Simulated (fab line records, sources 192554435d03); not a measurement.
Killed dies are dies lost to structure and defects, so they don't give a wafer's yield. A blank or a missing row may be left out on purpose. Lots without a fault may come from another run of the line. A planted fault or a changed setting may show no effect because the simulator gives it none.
A struck lot beside a sound one | flow n5_finfet | 18 steps out of a route of 1938
Sound: wafers L908.2, L908.3, L908.6. Struck: wafers L896.2, L896.4, L896.6. The cause comes at the end.
At each step with rows: each side's tool, then ch and its chambers, then its first start. Under that, the readings that differ: sound wafers | struck wafers | difference of the means | sigmas: that difference in standard deviations of wafers without a fault.
alike: readings whose means differ by less than 2 such deviations, and words and numbers that are the same on both sides. not compared: withheld readings, readings that some wafer has no value for, bounds like >300 that may hide the same value, and numbers for which the record gives no deviation and whose values overlap.
The two part at a step that has a row with sigmas, a row that says differs or no value, or rows on one side only. Numbers that don't overlap but have no deviation are shown without sigmas and don't part them. A reading that every wafer of one side lacks parts them only if that side has two wafers or more.

N5_PMOS_HMC_CHANNEL_EPI_ETCH_32: etches BARC in N2/H2, stops on SiO2, target depth 85.8 nm, time 50.3 s.
  sound on rie_diel-05 ch 0,1, day 6 23:28; struck on rie_diel-05 ch 0,1,3, day 4 00:27
  alike: bias_w, drypump_motor_current_A, oes_product_au, rf_vpp_V, showerhead_plenum_p_Torr, throttle_valve_pct
  not compared: rf_hours_counter_h
N5_PMOS_HMC_CHANNEL_EPI_HM_OPEN_15: chemistry CHF3/O2, target SiO2, target depth 40.6 nm, time 20.3 s.
  sound on rie_diel-05 ch 0,1, day 6 23:31; struck on rie_diel-05 ch 0,1,3, day 4 00:29
  alike: O2_flow_sccm, bias_w, drypump_motor_current_A, oes_ar_750_au, oes_product_au, rf_vpp_V, showerhead_plenum_p_Torr, throttle_valve_pct
  not compared: rf_hours_counter_h
N5_PMOS_HMC_CHANNEL_EPI_STRIP_33: strips in N2/H2.
  sound on rie_diel-05 ch 0,1, day 6 23:34; struck on rie_diel-05 ch 0,1,3, day 4 00:33
  alike: drypump_motor_current_A, oes_product_au, rf_vpp_V, showerhead_plenum_p_Torr, throttle_valve_pct
  not compared: rf_hours_counter_h
then, 1 step without rows for these wafers: N5_PMOS_HMC_CHANNEL_EPI_STRIP_17 (strips in SPM, time 750 s).
N5_PMOS_HMC_CHANNEL_EPI_ETCH_38: etches SiO2 in CF4, target depth 1.5 nm.
  sound on rie_si-05 ch 0,2,3, day 6 23:53; struck on rie_si-01 ch 0,2,3, day 4 00:51
  alike: bias_w, drypump_motor_current_A, oes_product_au, throttle_valve_pct
  not compared: rf_hours_counter_h
N5_PMOS_HMC_CHANNEL_EPI_FIN_RECESS_16: chemistry HBr/Cl2, target Si, target depth 54 nm, time 18 s.
  sound on rie_si-05 ch 0,2,3, day 6 23:55; struck on rie_si-01 ch 0,2,3, day 4 00:52
  alike: bias_w, drypump_motor_current_A, oes_product_au, throttle_valve_pct
  not compared: rf_hours_counter_h
then, 6 steps without rows for these wafers: N5_PMOS_HMC_CHANNEL_EPI_PRECLEAN_36 (cleans in O3/DIW, time 45 s); N5_PMOS_HMC_CHANNEL_EPI_PRECLEAN_18 (cleans in DHF, time 30 s); N5_PMOS_HMC_CHANNEL_EPI_SRD_19 (time 30 s); N5_PMOS_HMC_CHANNEL_EPI_EPI_20 (deposits SiGe30, target thk 59 nm); N5_PMOS_HMC_CHANNEL_EPI_HM_STRIP_35 (strips SiO2 in dHF, material SiO2, target depth 39.6 nm, time 216 s); N5_PMOS_HMC_CHANNEL_EPI_SRD_39 (time 30 s).
N5_PMOS_HMC_CHANNEL_EPI_CMP_21: polishes SiGe30, target thk 54 nm.
  sound on cmp-02 ch 2,3, day 7 01:27; struck on cmp-02 ch 0,2,3, day 4 02:23
  no value came back on the struck wafers for edge_zone_pressure_frac, motor_current_A (A); on the sound wafers edge_zone_pressure_frac reads 1.000 1.006 1.007
  reading                                                 | sound             | struck            | difference | sigmas
  model.SiGe30_of_PMOS_HMC_CHANNEL_EPI_EPI_20.thk_nm (nm) | 54.16 54.25 54.27 | 58.69 58.42 59.14 | +4.52      |
N5_PMOS_HMC_CHANNEL_EPI_THK_MEAS_22:
  sound on film_metro-02, day 7 01:43; struck on film_metro-01, day 4 02:40
  reading          | sound          | struck         | difference | sigmas
  HMC_CMP_THK (nm) | 55.2 54.4 54.1 | 58.7 58.5 59.1 | +4.2       | +4
then, 1 step without rows for these wafers: N5_PMOS_HMC_CHANNEL_EPI_PRECLEAN_40 (cleans in DHF, time 30 s).
N5_PMOS_HMC_CHANNEL_EPI_PRECLEAN_37: cleans in O3/DIW, time 45 s.
  sound on wet_bench-01 ch 0,5,7, day 7 01:45; struck on wet_bench-02 ch 0,3,5, day 4 02:43
  reading                                                 | sound             | struck            | difference | sigmas
  model.SiGe30_of_PMOS_HMC_CHANNEL_EPI_EPI_20.thk_nm (nm) | 53.43 53.52 53.54 | 57.98 57.71 58.43 | +4.54      |
then, 1 step without rows for these wafers: N5_PMOS_HMC_CHANNEL_EPI_PRECLEAN_24 (cleans in DHF, time 30 s).
N5_BEOL_M4_RC_MEAS_101:
  the record has rows for the sound wafers here (prober-02 ch 0, day 13 02:19) and none for the struck ones

WHERE THEY PART
First at N5_PMOS_HMC_CHANNEL_EPI_CMP_21; last, within this record, at N5_BEOL_M4_RC_MEAS_101.

WHY: what the simulator had put in
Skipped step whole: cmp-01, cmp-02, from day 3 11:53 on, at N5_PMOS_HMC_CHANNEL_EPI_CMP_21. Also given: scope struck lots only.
